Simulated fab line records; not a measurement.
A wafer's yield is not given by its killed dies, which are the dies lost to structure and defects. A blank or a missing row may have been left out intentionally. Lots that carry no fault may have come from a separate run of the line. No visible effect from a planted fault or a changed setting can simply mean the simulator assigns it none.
fab line records ; flow n5-finfet
record: lots: 6; wafers: 18; last-day: 18
route steps=1938 shown BEOL_M0_SAQP@683 BEOL_M4@1111 PASSIVATION@1936
lots that met no fault: taken from a fault-free run of the same line
start-h: start of the lot's first displayed wafer, in hours after the record's first day ; wait-h: time in hours since the lot's previous step ; " unchanged from the row above ; L1.1+2: several wafers, shown together as one row ; - no value, or no start was given ; * or withheld: withheld ; < > ~ a bound
route shown NAME@n: NAME is a module with steps in the file, n the number in the route of the first one ; usual: mean/standard deviation of fault-free wafers ; same: alike in all rows ; chamber/n: place in a boat ; sites: per-site readings ; _std_site: how widely they spread, as a standard deviation ; _edge_site: mean of outer sites minus mean of inner sites ; radius-mm: for every site, how far away it sits from the centre of the wafer ; mask NAME#n: copy n ; behind: the last tool/chamber to shape the wafer ; hold: what put the lot on hold/how long, in hours/how the hold closed ; device: which transistor (n, p or np) failed to switch ; end of line: tests run on the same wafers once the route is complete ; step lacking rows: just its recipe ; killed: not the wafer's yield, but the dies lost to structure and defects at the first sort ; map: dies across one wafer; x = killed, . = not, _ = none there
set.NAME: the setting as run; set.NAME@STEP: as run at that earlier step ; model.NAME: the simulator's own value behind a step, which no gauge read
certain route steps with their lots: each step a table, each wafer a row
services: the hour from which a tool's chamber was out of use, counted from the record's first day as start-h (under 0 if before that day), plus the number of hours and why
== steps ==
step: N5_BEOL_M0_SAQP_COAT_34
recipe: resist: CAR-EUV; spin-rpm: 1500; resist-thk-nm: 30
step: N5_BEOL_M0_SAQP_EBR_36
recipe: solvent: PGMEA; ebr-width-mm: 1.5
step: N5_BEOL_M0_SAQP_SOFTBAKE_35
recipe: temp-c: 110; time-s: 60; resist: CAR-EUV
step: N5_BEOL_M0_SAQP_EXPOSE_37
recipe: mask-id: M0_CUT1; na: 0.33; source-shape: annular; sigma-inner: 0.35; sigma-outer: 0.8; polarization: unpolarized; target-cd-nm: 30; dose-mj: 44.75
step: N5_BEOL_M0_SAQP_PEB_38
recipe: peb-temp-c: 100; peb-time-s: 60; resist: CAR-EUV
step: N5_BEOL_M0_SAQP_DEVELOP_39
recipe: develop-time-s: 30; developer: TMAH; resist: CAR-EUV; rinse-liquid: surfactant-rinse; dry: air-spin; dev-temp-c: 23
step: N5_BEOL_M0_SAQP_CD_MEAS_40
recipe: target-cd-nm: 30; landing-energy-ev: 500; detector: se-inlens
usual: cd-nm: 29.93/0.25
lot.wafer;tool;chamber;start-h;wait-h;cd-nm
L781.1;cd-sem-01;0;111.87;-;30.33
L781.4;cd-sem-01;0;111.87;-;30.02
L781.6;cd-sem-01;0;111.87;-;30.39
L793.1;cd-sem-01;0;191.87;-;30.08
L793.4;cd-sem-01;0;191.87;-;29.78
L793.5;cd-sem-01;0;191.87;-;29.90
L795.2;cd-sem-01;0;198.56;-;30.21
L795.3;cd-sem-01;0;198.56;-;30.10
L795.4;cd-sem-01;0;198.56;-;30.14
L797.2;cd-sem-03;0;208.62;-;30.12
L797.3;cd-sem-03;0;208.62;-;30.57
L797.6;cd-sem-03;0;208.62;-;29.76
L801.1;cd-sem-01;0;232.40;-;29.82
L801.5;cd-sem-01;0;232.40;-;29.74
L801.6;cd-sem-01;0;232.40;-;29.80
L803.1;cd-sem-01;0;243.70;-;29.76
L803.2;cd-sem-01;0;243.70;-;29.83
L803.6;cd-sem-01;0;243.70;-;29.66
step: N5_BEOL_M0_SAQP_OVL_MEAS_41
recipe: points-per-wafer: 522
usual: M0_CUT1_OVL: -0.3/0.59
lot.wafer;tool;chamber;start-h;wait-h;M0_CUT1_OVL[nm]
L781.1;overlay-02;0;111.91;0.0;0.0
L781.4;overlay-02;0;111.91;0.0;-1.6
L781.6;overlay-02;0;111.91;0.0;-0.9
L793.1;overlay-02;0;191.90;0.0;0.1
L793.4;overlay-02;0;191.90;0.0;-0.9
L793.5;overlay-02;0;191.90;0.0;-0.5
L795.2;overlay-01;0;198.59;0.0;-0.4
L795.3;overlay-01;0;198.59;0.0;-0.3
L795.4;overlay-01;0;198.59;0.0;0.1
L797.2;overlay-01;0;208.65;0.0;0.8
L797.3;overlay-01;0;208.65;0.0;-0.2
L797.6;overlay-01;0;208.65;0.0;-0.4
L801.1;overlay-02;0;232.43;0.0;-1.3
L801.5;overlay-02;0;232.43;0.0;-0.9
L801.6;overlay-02;0;232.43;0.0;-1.1
L803.1;overlay-02;0;243.74;0.0;0.5
L803.2;overlay-02;0;243.74;0.0;0.0
L803.6;overlay-02;0;243.74;0.0;-0.7
step: N5_BEOL_M0_SAQP_INSPECT_42
recipe: mode: adi; inspect-instrument: brightfield
usual: raw-defect-count: 285/79
lot.wafer;tool;chamber;start-h;wait-h;raw-defect-count
L781.1;defect-inspect-02;-;111.96;0.1;184
L781.4;defect-inspect-02;-;111.96;0.1;311
L781.6;defect-inspect-02;-;111.96;0.1;219
L793.1;defect-inspect-01;-;191.96;0.1;401
L793.4;defect-inspect-01;-;191.96;0.1;318
L793.5;defect-inspect-01;-;191.96;0.1;297
L795.2;defect-inspect-01;-;198.65;0.0;384
L795.3;defect-inspect-01;-;198.65;0.0;353
L795.4;defect-inspect-01;-;198.65;0.0;274
L797.2;defect-inspect-01;-;208.71;0.0;451
L797.3;defect-inspect-01;-;208.71;0.0;436
L797.6;defect-inspect-01;-;208.71;0.0;269
L801.1;defect-inspect-01;-;232.49;0.1;315
L801.5;defect-inspect-01;-;232.49;0.1;500
L801.6;defect-inspect-01;-;232.49;0.1;392
L803.1;defect-inspect-02;-;243.79;0.1;249
L803.2;defect-inspect-02;-;243.79;0.1;290
L803.6;defect-inspect-02;-;243.79;0.1;361
step: N5_BEOL_M0_SAQP_DESCUM_45
recipe: chemistry: O2; time-s: 7; source-power-w: 50; bias-power-w: 20; pressure-mtorr: 20; rf-frequency-hz: 2.712e+07; temp-c: 40; resist: CAR-EUV; o2-flow-sccm: 225
usual: drypump-motor-current-A: 5.6/0.41; o2-flow-sccm: 225.0/0.62; oes-product-au: 0.80/0.088; rf-vpp-V: 242.8/1.5; showerhead-plenum-p-Torr: 2.08/0.075; throttle-valve-pct: 20.41/0.29
lot.wafer;tool;chamber;start-h;wait-h;drypump-motor-current-A;o2-flow-sccm;oes-product-au;rf-hours-counter-h;rf-vpp-V;showerhead-plenum-p-Torr;throttle-valve-pct
L781.1;rie-diel-05;3;112.00;0.0;5.4;224.5;0.84;59;243.9;2.14;20.63
L781.4;rie-diel-05;2;112.00;0.0;5.8;225.3;0.77;118;244.1;2.13;20.69
L781.6;rie-diel-05;2;112.00;0.0;5.8;225.6;0.77;-;243.7;2.13;20.69
L793.1;rie-diel-05;0;191.99;0.0;6.1;224.3;0.91;30;242.3;2.05;20.02
L793.4;rie-diel-05;2;191.99;0.0;5.8;224.6;0.73;143;243.6;2.12;20.74
L793.5;rie-diel-05;3;191.99;0.0;5.4;225.0;0.83;-;242.4;2.13;20.64
L795.2;rie-diel-05;3;199.09;0.4;5.4;224.4;0.82;83;244.0;2.13;20.65
L795.3;rie-diel-05;1;199.09;0.4;5.5;224.9;0.74;172;241.7;2.01;20.28
L795.4;rie-diel-05;0;199.09;0.4;6.0;225.0;0.91;32;241.0;2.05;20.04
L797.2;rie-diel-04;1;208.74;0.0;5.0;224.8;0.67;243;242.0;2.04;20.43
L797.3;rie-diel-04;2;208.74;0.0;5.0;224.1;0.72;184;242.7;1.99;20.38
L797.6;rie-diel-04;1;208.74;0.0;5.0;224.7;0.67;-;241.8;2.04;20.46
L801.1;rie-diel-04;2;232.53;0.0;5.0;224.7;0.73;191;241.5;1.99;20.38
L801.5;rie-diel-04;2;232.53;0.0;5.0;224.1;0.73;-;242.1;1.99;20.39
L801.6;rie-diel-04;0;232.53;0.0;6.3;224.4;0.84;-;244.0;2.02;20.52
L803.1;rie-diel-03;2;243.83;0.0;6.0;224.9;0.69;236;239.5;1.98;20.43
L803.2;rie-diel-03;1;243.83;0.0;4.9;225.4;0.92;24;243.0;2.14;20.36
L803.6;rie-diel-03;3;243.83;0.0;5.9;226.4;0.87;-;243.2;2.12;20.30
step: N5_BEOL_M0_SAQP_ETCH_88
recipe: chemistry: N2/H2; target: underlayer; target-depth-a: 65; time-s: 5.2; ion-energy-ev: 200; mask-material: CAR-EUV; pressure-mtorr: 30; source-w: 840; bias-w: 150; n2-flow-sccm: 200; h2-flow-sccm: 200; ends: cleared
usual: drypump-motor-current-A: 5.6/0.41; etch-rf-on-time-s: 5.19/0.11; oes-product-au: 0.68/0.076; rf-vpp-V: 523.4/2.6; showerhead-plenum-p-Torr: 2.52/0.086; throttle-valve-pct: 17.80/0.28
lot.wafer;tool;chamber;start-h;wait-h;drypump-motor-current-A;etch-rf-on-time-s;oes-product-au;rf-hours-counter-h;rf-vpp-V;showerhead-plenum-p-Torr;throttle-valve-pct
L781.1;rie-diel-05;3;112.03;0.0;5.4;5.16;0.71;59;527.2;2.56;17.83
L781.4;rie-diel-05;2;112.03;0.0;5.8;5.34;0.65;118;524.9;2.55;18.04
L781.6;rie-diel-05;2;112.03;0.0;5.8;5.29;0.65;-;527.3;2.55;18.02
L793.1;rie-diel-05;0;192.03;0.0;6.1;5.29;0.78;30;521.5;2.50;17.50
L793.4;rie-diel-05;2;192.03;0.0;5.8;5.18;0.64;143;525.8;2.54;18.08
L793.5;rie-diel-05;3;192.03;0.0;5.4;5.15;0.69;-;524.9;2.55;17.87
L795.2;rie-diel-05;3;199.12;0.0;5.5;5.05;0.70;83;522.3;2.55;17.88
L795.3;rie-diel-05;1;199.12;0.0;5.5;5.13;0.63;172;520.5;2.41;17.51
L795.4;rie-diel-05;0;199.12;0.0;6.1;5.21;0.79;32;522.6;2.50;17.46
L797.2;rie-diel-04;1;208.78;0.0;5.1;5.12;0.57;243;524.7;2.48;17.83
L797.3;rie-diel-04;2;208.78;0.0;5.0;5.12;0.64;184;522.7;2.43;17.95
L797.6;rie-diel-04;1;208.78;0.0;5.1;5.13;0.58;-;523.5;2.48;17.83
L801.1;rie-diel-04;2;232.56;0.0;5.0;5.08;0.63;191;518.4;2.43;17.93
L801.5;rie-diel-04;2;232.56;0.0;5.0;5.06;0.65;-;520.6;2.43;17.94
L801.6;rie-diel-04;0;232.56;0.0;6.3;5.00;0.72;-;523.4;2.48;18.14
L803.1;rie-diel-03;2;243.86;0.0;6.0;5.35;0.59;236;519.2;2.40;17.88
L803.2;rie-diel-03;1;243.86;0.0;4.9;5.11;0.78;24;527.9;2.62;17.95
L803.6;rie-diel-03;3;243.86;0.0;5.9;5.14;0.76;-;524.0;2.55;17.52
step: N5_BEOL_M0_SAQP_ETCH_73
recipe: chemistry: CF4; target: SiARC; target-depth-a: 195; mask-material: CAR-EUV; time-s: 32.5; ion-energy-ev: 80; pressure-mtorr: 40; source-w: 545; bias-w: 36; Ar_flow_sccm: 100; cf4-flow-sccm: 100; ends: cleared
usual: drypump-motor-current-A: 5.6/0.4; etch-rf-on-time-s: 32.4/0.67; oes-product-au: 0.68/0.076; rf-vpp-V: 183.9/1.2; showerhead-plenum-p-Torr: 2.12/0.072; throttle-valve-pct: 15.53/0.25
lot.wafer;tool;chamber;start-h;wait-h;drypump-motor-current-A;etch-rf-on-time-s;oes-product-au;rf-hours-counter-h;rf-vpp-V;showerhead-plenum-p-Torr;throttle-valve-pct
L781.1;rie-diel-05;3;112.05;0.0;5.4;31.6;0.73;59;185.1;2.16;15.58
L781.4;rie-diel-05;2;112.05;0.0;5.8;32.7;0.66;118;184.8;2.15;15.69
L781.6;rie-diel-05;2;112.05;0.0;5.8;32.6;0.66;-;183.1;2.15;15.70
L793.1;rie-diel-05;0;192.04;0.0;6.1;32.8;0.78;30;182.0;2.10;15.14
L793.4;rie-diel-05;2;192.04;0.0;5.8;32.8;0.63;143;183.6;2.14;15.76
L793.5;rie-diel-05;3;192.04;0.0;5.4;31.6;0.70;-;185.2;2.15;15.60
L795.2;rie-diel-05;3;199.14;0.0;5.4;31.3;0.71;83;185.1;2.15;15.62
L795.3;rie-diel-05;1;199.14;0.0;5.5;32.0;0.63;172;182.4;2.04;15.40
L795.4;rie-diel-05;0;199.14;0.0;6.0;32.3;0.78;32;184.5;2.10;15.13
L797.2;rie-diel-04;1;208.79;0.0;5.0;32.2;0.57;243;183.4;2.10;15.73
L797.3;rie-diel-04;2;208.79;0.0;5.0;31.8;0.64;184;184.9;2.04;15.61
L797.6;rie-diel-04;1;208.79;0.0;5.0;32.2;0.57;-;183.4;2.10;15.76
L801.1;rie-diel-04;2;232.58;0.0;5.0;32.3;0.63;191;182.6;2.04;15.60
L801.5;rie-diel-04;2;232.58;0.0;5.0;32.2;0.63;-;181.8;2.04;15.62
L801.6;rie-diel-04;0;232.58;0.0;6.3;31.4;0.73;-;184.6;2.07;15.69
L803.1;rie-diel-03;2;243.88;0.0;5.9;33.9;0.58;236;183.2;2.03;15.69
L803.2;rie-diel-03;1;243.88;0.0;4.9;31.4;0.79;24;183.9;2.19;15.44
L803.6;rie-diel-03;3;243.88;0.0;5.9;32.3;0.74;-;184.0;2.19;15.50
step: N5_BEOL_M0_SAQP_CUT_ETCH_46
recipe: chemistry: N2/H2; target: SOC; target-depth-a: 1350; overetch-a: 270; temp-c: 40; time-s: 202.5; ion-energy-ev: 200; mask-material: SiARC; pressure-mtorr: 30; source-w: 840; bias-w: 150; n2-flow-sccm: 200; h2-flow-sccm: 200
usual: drypump-motor-current-A: 5.6/0.4; rf-vpp-V: 523.3/2.5; showerhead-plenum-p-Torr: 2.52/0.086; throttle-valve-pct: 17.76/0.28
lot.wafer;tool;chamber;start-h;wait-h;drypump-motor-current-A;rf-hours-counter-h;rf-vpp-V;showerhead-plenum-p-Torr;throttle-valve-pct;model.SiARC_of_BEOL_M0_SAQP_COAT_72.thk-nm;model.BEOL_M0_SAQP.cd-nm
L781.1;rie-diel-05;3;112.08;0.0;5.4;59;523.1;2.56;17.78;5.2;30.4
L781.4;rie-diel-05;2;112.08;0.0;5.8;118;523.0;2.55;17.98;5;30.6
L781.6;rie-diel-05;2;112.08;0.0;5.8;-;524.6;2.55;17.99;5;30.6
L793.1;rie-diel-05;0;192.08;0.0;6.1;31;523.1;2.50;17.44;6.6;29.4
L793.4;rie-diel-05;2;192.08;0.0;5.8;143;523.9;2.54;18.05;6.6;29
L793.5;rie-diel-05;3;192.08;0.0;5.4;-;526.0;2.55;17.84;6.6;29.2
L795.2;rie-diel-05;3;199.17;0.0;5.4;84;525.5;2.55;17.84;6.4;29.6
L795.3;rie-diel-05;1;199.17;0.0;5.5;172;521.5;2.41;17.51;6;29.6
L795.4;rie-diel-05;0;199.17;0.0;6.1;32;521.9;2.50;17.43;6.4;30
L797.2;rie-diel-04;1;208.83;0.0;5.1;243;523.1;2.48;17.79;4.6;29.6
L797.3;rie-diel-04;2;208.83;0.0;5.0;184;519.8;2.43;17.90;5;29.6
L797.6;rie-diel-04;1;208.83;0.0;5.1;-;522.8;2.48;17.78;4.8;29.8
L801.1;rie-diel-04;2;232.61;0.0;5.0;191;519.6;2.43;17.93;4.8;29.8
L801.5;rie-diel-04;2;232.61;0.0;5.0;-;521.1;2.43;17.91;4.8;29.6
L801.6;rie-diel-04;0;232.61;0.0;6.3;-;520.6;2.48;18.10;4.8;30
L803.1;rie-diel-03;2;243.91;0.0;5.9;236;518.9;2.41;17.88;5.2;30
L803.2;rie-diel-03;1;243.91;0.0;4.9;24;524.5;2.62;17.93;4.6;29.6
L803.6;rie-diel-03;3;243.91;0.0;5.9;-;525.8;2.55;17.46;4.6;30
step: N5_BEOL_M0_SAQP_STRIP_74
recipe: chemistry: N2/H2; temp-c: 40; n2-flow-sccm: 200; h2-flow-sccm: 200; rf-frequency-hz: 6e+07
step: N5_BEOL_M0_SAQP_STRIP_89
recipe: chemistry: N2/H2; temp-c: 40; n2-flow-sccm: 200; h2-flow-sccm: 200; rf-frequency-hz: 6e+07
step: N5_BEOL_M0_SAQP_ALD_48
recipe: material: SiO2; target-thk-a: 200; temp-c: 100; ald-precursor-family: BDEAS; ald-co-reactant: O2-plasma; pulse-time-s: 1; co-reactant-pulse-time-s: 1; purge-time-s: 2; co-reactant-purge-time-s: 2; ald-cycles: 139; pressure-torr: 2
usual: heater-power-w: 82/7.2; precursor-pulse-height-rel: 0.998/0.018
same: ald-cycles: 139
lot.wafer;tool;chamber;start-h;wait-h;heater-power-w;precursor-pulse-height-rel
L781.1;ald-sin-02;2;112.58;0.3;69;1.013
L781.4;ald-sin-02;0;112.58;0.3;82;1.000
L781.6;ald-sin-02;0;112.58;0.3;80;1.016
L793.1;ald-sin-03;3;192.46;0.2;97;0.981
L793.4;ald-sin-03;2;192.46;0.2;84;0.994
L793.5;ald-sin-03;1;192.46;0.2;88;0.977
L795.2;ald-sin-03;2;199.40;0.1;82;0.984
L795.3;ald-sin-03;1;199.40;0.1;86;0.972
L795.4;ald-sin-03;0;199.40;0.1;87;1.010
L797.2;ald-sin-03;2;209.03;0.0;83;0.999
L797.3;ald-sin-03;1;209.03;0.0;88;0.994
L797.6;ald-sin-03;1;209.03;0.0;88;1.003
L801.1;ald-sin-04;1;232.81;0.0;75;0.990
L801.5;ald-sin-04;3;232.81;0.0;80;1.031
L801.6;ald-sin-04;0;232.81;0.0;88;1.014
L803.1;ald-sin-02;2;244.11;0.0;67;1.028
L803.2;ald-sin-02;3;244.11;0.0;75;0.993
L803.6;ald-sin-02;2;244.11;0.0;67;1.008
step: N5_BEOL_M0_SAQP_ETCH_49
recipe: chemistry: CF4/O2; target-depth-a: 370; target: SiO2; pressure-mtorr: 40; source-w: 535; bias-w: 49; Ar_flow_sccm: 100; cf4-flow-sccm: 100; O2_flow_sccm: 10; ion-energy-ev: 100
usual: O2_flow_sccm: 9.99/0.031; drypump-motor-current-A: 5.7/0.4; oes-product-au: 0.80/0.092; rf-vpp-V: 241/5.3; showerhead-plenum-p-Torr: 2.20/0.078; throttle-valve-pct: 15.82/0.24
lot.wafer;tool;chamber;start-h;wait-h;O2_flow_sccm;drypump-motor-current-A;oes-product-au;rf-hours-counter-h;rf-vpp-V;showerhead-plenum-p-Torr;throttle-valve-pct;model.BEOL_M0_SAQP.cd-nm
L781.1;rie-diel-04;3;113.11;0.3;9.97;5.4;0.91;13;245;2.36;15.33;30.4
L781.4;rie-diel-04;1;113.11;0.3;10.00;5.0;0.68;213;246;2.17;15.92;30.4
L781.6;rie-diel-04;0;113.11;0.3;10.02;6.3;0.89;-;234;2.15;15.86;30.4
L793.1;rie-diel-05;0;192.98;0.3;9.98;6.1;0.91;31;239;2.16;15.37;29.4
L793.4;rie-diel-05;1;192.98;0.3;10.03;5.5;0.74;171;247;2.10;15.64;28.8
L793.5;rie-diel-05;2;192.98;0.3;9.96;5.8;0.75;-;242;2.21;15.98;29
L795.2;rie-diel-03;2;200.15;0.5;10.02;6.0;0.71;222;246;2.10;15.89;29.4
L795.3;rie-diel-03;3;200.15;0.5;10.01;5.9;0.90;29;248;2.26;15.73;29.6
L795.4;rie-diel-03;1;200.15;0.5;10.00;4.9;0.95;10;240;2.26;15.66;30
L797.2;rie-diel-03;2;209.58;0.3;9.99;6.0;0.70;225;247;2.10;15.89;29.6
L797.3;rie-diel-03;3;209.58;0.3;10.01;5.9;0.88;33;249;2.25;15.72;29.8
L797.6;rie-diel-03;3;209.58;0.3;10.00;5.9;0.89;-;247;2.25;15.73;29.8
L801.1;rie-diel-04;0;233.33;0.3;10.05;6.3;0.84;61;236;2.14;15.92;29.8
L801.5;rie-diel-04;0;233.33;0.3;10.05;6.3;0.84;-;235;2.13;15.93;29.6
L801.6;rie-diel-04;3;233.33;0.3;9.94;5.4;0.86;-;244;2.34;15.41;30
L803.1;rie-diel-04;0;244.75;0.4;9.99;6.3;0.83;64;235;2.13;15.92;30
L803.2;rie-diel-04;2;244.75;0.4;9.99;5.0;0.72;194;237;2.10;15.87;29.6
L803.6;rie-diel-04;3;244.75;0.4;9.96;5.4;0.84;-;244;2.34;15.42;30.2
step: N5_BEOL_M0_SAQP_STRIP_75
recipe: chemistry: CF4; resist: SiARC; power-w: 300; bias-power-w: 75; pressure-mtorr: 50; cf4-flow-sccm: 150; rf-frequency-hz: 6e+07
usual: drypump-motor-current-A: 5.7/0.4; oes-product-au: 0.184/0.02; rf-vpp-V: 271.1/1.7; showerhead-plenum-p-Torr: 1.79/0.063; throttle-valve-pct: 13.55/0.26
lot.wafer;tool;chamber;start-h;wait-h;drypump-motor-current-A;oes-product-au;rf-hours-counter-h;rf-vpp-V;showerhead-plenum-p-Torr;throttle-valve-pct
L781.1;rie-diel-04;3;113.21;0.1;5.4;0.217;13;274.1;1.91;13.03
L781.4;rie-diel-04;1;113.21;0.1;5.0;0.161;213;269.1;1.76;13.69
L781.6;rie-diel-04;0;113.21;0.1;6.3;0.210;-;269.8;1.75;13.53
L793.1;rie-diel-05;0;193.08;0.1;6.1;0.206;31;269.0;1.76;13.06
L793.4;rie-diel-05;1;193.08;0.1;5.5;0.178;171;270.7;1.72;13.44
L793.5;rie-diel-05;2;193.08;0.1;5.7;0.176;-;272.2;1.79;13.70
L795.2;rie-diel-03;2;200.25;0.1;6.0;0.164;222;269.5;1.70;13.64
L795.3;rie-diel-03;3;200.25;0.1;5.9;0.201;29;270.9;1.83;13.40
L795.4;rie-diel-03;1;200.25;0.1;4.9;0.209;10;273.4;1.84;13.35
L797.2;rie-diel-03;2;209.68;0.1;5.9;0.164;225;268.6;1.70;13.65
L797.3;rie-diel-03;3;209.68;0.1;5.9;0.206;33;270.9;1.83;13.41
L797.6;rie-diel-03;3;209.68;0.1;5.9;0.202;-;270.9;1.83;13.40
L801.1;rie-diel-04;0;233.43;0.1;6.3;0.194;62;269.7;1.74;13.62
L801.5;rie-diel-04;0;233.43;0.1;6.3;0.190;-;270.2;1.74;13.63
L801.6;rie-diel-04;3;233.43;0.1;5.4;0.187;-;273.1;1.90;13.12
L803.1;rie-diel-04;0;244.85;0.1;6.3;0.188;64;269.6;1.74;13.62
L803.2;rie-diel-04;2;244.85;0.1;5.0;0.170;194;269.1;1.70;13.61
L803.6;rie-diel-04;3;244.85;0.1;5.4;0.193;-;274.9;1.90;13.12
step: N5_BEOL_M4_RC_MEAS_101
usual: DIBL_N: 36.9/1.7; DIBL_P: 37.3/2.3; IOFF_N: 0.16/0.033; IOFF_P: 0.22/0.04; ION_N: 673/12; ION_P: 463/8; SS_N: 71.6/0.58; SS_P: 73.4/0.74; VT_N: 250/3.2; VT_P: -250/3.4
lot.wafer;tool;chamber;start-h;wait-h;DIBL_N[mV/V];DIBL_P[mV/V];IOFF_N[nA/um];IOFF_P[nA/um];ION_N[uA/um];ION_P[uA/um];SS_N[mV/dec];SS_P[mV/dec];VT_N[mV];VT_P[mV]
L781.1;prober-01;0;165.63;0.0;35.3;35.2;0.14;0.19;664;458;71.4;72.5;251;-252
L781.4;prober-01;0;165.63;0.0;39.5;41.3;0.25;0.30;687;469;72.6;74.3;247;-247
L781.6;prober-01;0;165.63;0.0;38.5;39.8;0.22;0.28;680;467;71.9;73.9;244;-248
L795.2;prober-02;0;255.07;0.2;36.3;35.5;0.14;0.21;684;471;71.3;73.1;250;-251
L795.3;prober-02;0;255.07;0.2;37.2;36.3;0.17;0.23;685;469;71.6;73.2;247;-248
L795.4;prober-02;0;255.07;0.2;39.6;40.3;0.22;0.31;704;488;72.5;74.1;245;-246
L793.1;prober-01;0;256.26;0.0;38.4;38.4;0.19;0.28;691;477;72.0;74.0;249;-243
L793.4;prober-01;0;256.26;0.0;37.3;37.0;0.17;0.27;687;475;71.6;72.9;249;-244
L793.5;prober-01;0;256.26;0.0;37.9;37.8;0.17;0.29;674;468;71.4;73.8;250;-242
L797.2;prober-02;0;267.31;0.2;34.5;35.0;0.13;0.19;674;469;71.5;73.1;253;-251
L797.3;prober-02;0;267.31;0.2;36.7;37.1;0.17;0.23;669;458;72.0;73.7;248;-250
L797.6;prober-02;0;267.31;0.2;34.3;34.2;0.13;0.19;662;455;71.2;73.2;251;-252
L801.1;prober-02;0;304.51;0.0;34.9;34.4;0.13;0.18;676;463;70.8;73.1;253;-254
L801.5;prober-02;0;304.51;0.0;33.5;33.3;0.11;0.17;658;448;70.9;72.9;257;-256
L801.6;prober-02;0;304.51;0.0;35.0;35.6;0.16;0.20;693;471;70.9;73.1;248;-255
L803.1;prober-02;0;307.44;0.0;37.5;38.2;0.14;0.21;665;464;71.6;74.4;253;-250
L803.2;prober-02;0;307.44;0.0;38.8;40.8;0.19;0.26;682;473;71.6;74.9;248;-251
L803.6;prober-02;0;307.44;0.0;36.7;37.2;0.14;0.20;672;461;71.2;73.6;255;-253
step: N5_PASSIVATION_PROBE_49
usual: defect-limited-yield: 91.2/1.3; killed_at_M0_to_M3: 34/10; killed_at_M4_up: 13/4.6; killed-at-contacts: 13/5.5; killed-at-front-end: 41/12; killed-at-other: 2.8/2.4; killed-dies: 104/16; killed-open: 67/12; killed-short: 33/7.2; sort_bin_5_function: 5.1/0.86; sort_bin_6_memory: 3.3/0.62; sort-n-pass: 1076/16; sort-yield-pct: 91.2/1.3
same: gross-dies: 1180; killed-at-back-side: 0; sort_bin_4_leakage[%]: 0; sort_bin_8_speed[%]: 0
lot.wafer;tool;chamber;start-h;wait-h;defect-limited-yield[%];killed_at_M0_to_M3;killed_at_M4_up;killed-at-contacts;killed-at-front-end;killed-at-other;killed-dies;killed-open;killed-short;sort_bin_5_function[%];sort_bin_6_memory[%];sort-n-pass;sort-yield-pct[%]
L795.3;prober-02;-;359.09;0.1;85.8;58;24;11;73;2;168;90;53;8.6;4.1;1012;85.8
killed by level:class
L795.3 STI_FIN_REVEAL:geometric-particle:open=25 BEOL_M0_SAQP:geometric-particle:short=18 MOL_CONTACT_COAG:geometric-particle:open=11 BEOL_M0_SAQP:area-etch=11 HKMG_FIN:area-etch=10 GATE_CUT:geometric-particle:short=8 BEOL_M3:geometric-particle:open=8 BEOL_M0_SAQP:geometric-particle:open=7
== services ==
tool;chamber;start-h;hours;kind
rie-diel-03;3;104.46;-;clean
rie-diel-03;3;104.46;-;consumable-replace:focus-ring
rie-diel-03;3;104.46;15.2;scheduled-down
rie-diel-03;3;104.46;15.2;vent-cycle
ald-sin-02;2;118.66;2.2;repair
ald-sin-03;2;121.08;6.2;repair
rie-diel-03;1;142.65;-;clean
rie-diel-03;1;142.65;-;consumable-replace:focus-ring
rie-diel-03;1;142.65;26.3;scheduled-down
rie-diel-03;1;142.65;26.3;vent-cycle
ald-sin-03;1;147.61;3.5;repair
ald-sin-03;-;151.62;0.4;repair
rie-diel-03;2;161.67;4.7;repair
ald-sin-02;-;177.93;14.0;pm
ald-sin-02;0;177.93;14.0;vent-cycle
ald-sin-02;1;177.93;14.0;vent-cycle
ald-sin-02;2;177.93;14.0;vent-cycle
ald-sin-02;3;177.93;14.5;vent-cycle
rie-diel-04;-;199.56;1.0;repair
rie-diel-04;1;231.91;-;clean
rie-diel-04;1;231.91;-;consumable-replace:focus-ring
rie-diel-04;1;231.91;14.9;scheduled-down
rie-diel-04;1;231.91;14.9;vent-cycle
rie-diel-05;-;243.98;0.4;repair
== key ==
first-sign none at tools or gauges
model-effect: step: N5_BEOL_M0_SAQP_CUT_ETCH_46; value: SiARC_of_BEOL_M0_SAQP_COAT_72.thk-nm; without: 4.867; struck: 6.433
model-effect: step: N5_BEOL_M0_SAQP_ETCH_49; value: BEOL_M0_SAQP.cd-nm; without: 29.97; struck: 29.37
met-at N5_BEOL_M0_SAQP_CUT_ETCH_46
struck-wafers L793.1,L793.4,L793.5,L795.2,L795.3,L795.4
onset-between 112.08 192.08
also-fits N5_BEOL_M0_SAQP_DESCUM_45:rie-diel-05,N5_BEOL_M0_SAQP_ETCH_88:rie-diel-05,N5_BEOL_M0_SAQP_ETCH_73:rie-diel-05
fault: kind: process-parameter-drift; tool: rie-diel-05; chamber: -; onset-h: 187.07; steps: N5_BEOL_M0_SAQP_CUT_ETCH_46; channel: time-s; offset: *; shape: step; end-h: 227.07; acts-in: *; stated: *
